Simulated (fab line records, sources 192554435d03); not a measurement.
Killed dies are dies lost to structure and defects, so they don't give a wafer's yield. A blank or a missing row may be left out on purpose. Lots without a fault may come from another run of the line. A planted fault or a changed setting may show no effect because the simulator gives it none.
fab line records | flow n5_finfet
record lots=7 wafers=39
route steps=1938 shown WELL_APT@39 PMOS_HMC_CHANNEL_EPI@78 FIN_SAQP@120 DUMMY_GATE@246 SD_EPI_N@288 HKMG_FIN@406 BEOL_M4@1111
start_h: hours from the record's first day to the start of the lot's first wafer shown | wait_h: hours since the lot's step before | " the same as in the row above | L1.1+2: a row that stands for several wafers | - no value, or no start given | * or withheld: withheld | < > ~ a bound
route shown NAME@n: a module of which the file shows steps, and the number in the route of the first | usual: mean/standard deviation of fault-free wafers | same: alike in all rows | chamber/n: place in a boat | sites: the reading at each site | _std_site: their standard deviation | _edge_site: outer sites' mean less inner sites' | radius_mm: how far each site lies from the wafer's centre | mask NAME#n: copy n | behind: the tool/chamber that last shaped the wafer | hold: why the lot was held/for how many hours/how that ended | device: the transistor (n, p or np) that didn't switch | end of line: the same wafers' tests at the end of the route | a step without rows: its recipe alone | killed: dies lost to structure and defects at the first sort, not the wafer's yield | map: a wafer's dies, x killed, . not, _ none there
set.NAME: the setting as run; set.NAME@STEP: as run at that earlier step | model.NAME: the simulator's own value behind a step, which no gauge read
lots whose settings were changed on purpose; a table a step, a row a wafer
## steps
# step N5_WELL_APT_EXPOSE_22
# recipe mask_id=PWELL na=0.8 source_shape=conventional sigma_outer=0.8 polarization=unpolarized defocus_nm=0 target_cd_nm=200 dose_mj=23.2
# step N5_WELL_APT_IMPLANT_32
# recipe species=BF2 energy_kev=50 dose_cm2=2e+13 tilt_deg=0 rotation_deg=0
# step N5_PMOS_HMC_CHANNEL_EPI_EPI_20
# recipe material=SiGe30 mask_material=SiO2 pressure_torr=20 target_thk_a=590 temp_c=600
# step N5_FIN_SAQP_MANDREL_ETCH_22
# recipe target_depth_a=600 chemistry=HBr/Cl2 target=a-Si stop_on=SiNx bt_time_s=10 over_etch_frac=0.5 time_s=30 pressure_mtorr=10 icp_w=800 bias_w=75 HBr_flow_sccm=150 Cl2_flow_sccm=80 ends=end_point
# step N5_DUMMY_GATE_ETCH_32
# recipe chemistry=CF4 target=SiO2 target_depth_a=35 time_s=3.9 ion_energy_ev=350 pressure_mtorr=10 icp_w=800 bias_w=400 cf4_flow_sccm=80
# step N5_DUMMY_GATE_ETCH_44
# recipe chemistry=HBr/O2 over_etch_frac=0.7 target_depth_a=1275 stop_on=SiO2 ion_energy_ev=60 bias_w=20 target=poly-Si mask_material=SiO2 pressure_mtorr=20 icp_w=400 HBr_flow_sccm=120 O2_flow_sccm=10
# step N5_SD_EPI_N_EPI_21
# recipe material=Si:P dopant=P temp_c=680 pressure_torr=255 time_s=690
# step N5_HKMG_FIN_ETCH_58
# recipe chemistry=N2/H2 target=SOC target_depth_a=2158 ion_energy_ev=50 bias_w=13 time_s=741 pressure_mtorr=30 source_w=875 n2_flow_sccm=200 h2_flow_sccm=200
# step N5_BEOL_M4_RC_MEAS_101
# usual CJ_N=4.35/0.086 RS_SD_N=28.4/0.38
# columns lot.wafer tool chamber start_h wait_h set.dose_mj@WELL_APT_EXPOSE_22 set.dose_cm2@WELL_APT_IMPLANT_32 set.temp_c@PMOS_HMC_CHANNEL_EPI_EPI_20 set.over_etch_frac@FIN_SAQP_MANDREL_ETCH_22 set.time_s@DUMMY_GATE_ETCH_32 set.target_depth_a@DUMMY_GATE_ETCH_44 set.time_s@SD_EPI_N_EPI_21 set.bias_w@HKMG_FIN_ETCH_58 CJ_N RS_SD_N[ohm/sq]
L076.1 prober-02 0 195.99 0.0 23.2 2.258e+13 600 0.5128 3.9 1275 690 13 4.60 28.7
L076.2 " 0 " " 21.67 2.258e+13 600 0.5128 3.9 1226 690 13 4.58 28.8
L076.3 " 0 " " 21.67 2e+13 600 0.5128 3.9 1226 690 11.03 4.37 29.0
L076.4 " 0 " " 23.2 2e+13 600 0.5 3.9 1275 690 13 4.33 29.3
L076.5 " 0 " " 21.67 2e+13 600 0.5 3.9 1275 690 11.03 4.27 28.9
L076.6 " 0 " " 23.2 2.258e+13 600 0.5 3.9 1226 690 11.03 4.65 28.5
L081.2 prober-02 0 224.29 0.2 23.2 2e+13 600 0.5 3.9 1275 690 13 4.40 28.3
L081.3 " 0 " " 23.2 2e+13 600 0.5 3.9 1275 690 13 4.35 28.5
L081.4 " 0 " " 23.2 2e+13 600 0.5 3.9 1275 690 13 4.39 28.4
L082.1 prober-02 0 233.61 0.0 23.2 2.317e+13 600 0.5 3.9 1275 690 13 4.66 28.6
L082.2 " 0 " " 24.69 2e+13 600 0.4714 3.9 1331 690 13 4.37 28.5
L082.3 " 0 " " 23.2 2e+13 600 0.4714 3.9 1275 690 13 4.27 29.0
L082.4 " 0 " " 24.69 2.317e+13 595.6 0.5 3.9 1275 690 13 4.57 29.1
L082.5 " 0 " " 23.2 2.317e+13 595.6 0.4714 3.9 1331 690 13 4.60 28.5
L082.6 " 0 " " 24.69 2e+13 595.6 0.5 3.9 1331 690 13 4.35 28.8
L091.1 prober-02 0 282.67 0.0 22.05 1.708e+13 600 0.5 3.9 1327 812.3 13 4.02 25.0
L091.2 " 0 " " 22.05 2e+13 604 0.5 3.9 1275 690 13 4.34 28.3
L091.3 " 0 " " 23.2 1.708e+13 604 0.5 3.9 1327 690 14.05 4.05 28.5
L091.4 " 0 " " 23.2 1.708e+13 600 0.4822 3.9 1275 812.3 13 4.04 25.3
L091.5 " 0 " " 22.05 2e+13 600 0.4822 3.9 1327 690 14.05 4.35 28.2
L091.6 " 0 " " 23.2 2e+13 604 0.4822 3.9 1275 812.3 14.05 4.37 25.1
L093.1 prober-02 0 300.73 0.0 25.02 2e+13 600 0.5 3.228 1275 603.4 11.89 4.32 31.2
L093.2 " 0 " " 25.02 2e+13 600 0.5 3.9 1349 603.4 13 4.41 31.4
L093.3 " 0 " " 23.2 2e+13 600 0.5 3.9 1349 690 11.89 4.29 28.5
L093.4 " 0 " " 23.2 2e+13 593.8 0.5 3.9 1275 690 11.89 4.34 28.5
L093.5 " 0 " " 23.2 2e+13 593.8 0.5 3.228 1275 603.4 13 4.35 30.9
L093.6 " 0 " " 25.02 2e+13 593.8 0.5 3.228 1349 690 13 4.38 28.4
L096.1 prober-02 0 330.73 0.0 23.2 1.852e+13 600 0.5 3.9 1409 690 13 4.20 28.8
L096.2 " 0 " " 22.05 1.852e+13 605.8 0.5345 3.9 1275 690 13 3.99 28.6
L096.3 " 0 " " 23.2 1.852e+13 605.8 0.5 3.9 1275 743.8 10.83 4.08 27.2
L096.4 " 0 " " 22.05 2e+13 600 0.5345 3.9 1409 743.8 13 4.38 27.1
L096.5 " 0 " " 22.05 2e+13 600 0.5 3.9 1275 690 10.83 4.17 28.3
L096.6 " 0 " " 23.2 2e+13 605.8 0.5345 3.9 1409 743.8 10.83 4.26 26.5
L097.1 prober-01 0 355.73 0.0 21.96 2e+13 604.2 0.5 3.9 1275 690 13 4.14 28.1
L097.2 " 0 " " 21.96 1.816e+13 600 0.4759 3.9 1275 690 13 4.17 28.1
L097.3 " 0 " " 23.2 1.816e+13 604.2 0.4759 3.135 1122 690 13 4.04 27.9
L097.4 " 0 " " 23.2 2e+13 600 0.4759 3.135 1122 690 13 4.29 28.0
L097.5 " 0 " " 21.96 2e+13 604.2 0.5 3.135 1275 690 13 4.26 28.4
L097.6 " 0 " " 23.2 1.816e+13 600 0.5 3.9 1122 690 13 4.20 27.7
## key
split step=N5_WELL_APT_EXPOSE_22 setting=dose_mj stated_as=23.2
response none clear
split step=N5_WELL_APT_IMPLANT_32 setting=dose_cm2 stated_as=2e+13
response step=N5_BEOL_M4_RC_MEAS_101 reading=CJ_N slope=+0.0199 per=1% together_with=all explained=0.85
split step=N5_PMOS_HMC_CHANNEL_EPI_EPI_20 setting=temp_c stated_as=600
response none clear
split step=N5_FIN_SAQP_MANDREL_ETCH_22 setting=over_etch_frac stated_as=0.5
response none clear
split step=N5_DUMMY_GATE_ETCH_32 setting=time_s stated_as=3.9
response none clear
split step=N5_DUMMY_GATE_ETCH_44 setting=target_depth_a stated_as=1275
response none clear
split step=N5_SD_EPI_N_EPI_21 setting=time_s stated_as=690
response step=N5_BEOL_M4_RC_MEAS_101 reading=RS_SD_N slope=-0.193 per=1% together_with=all explained=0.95
split step=N5_HKMG_FIN_ETCH_58 setting=bias_w stated_as=13
response none clear
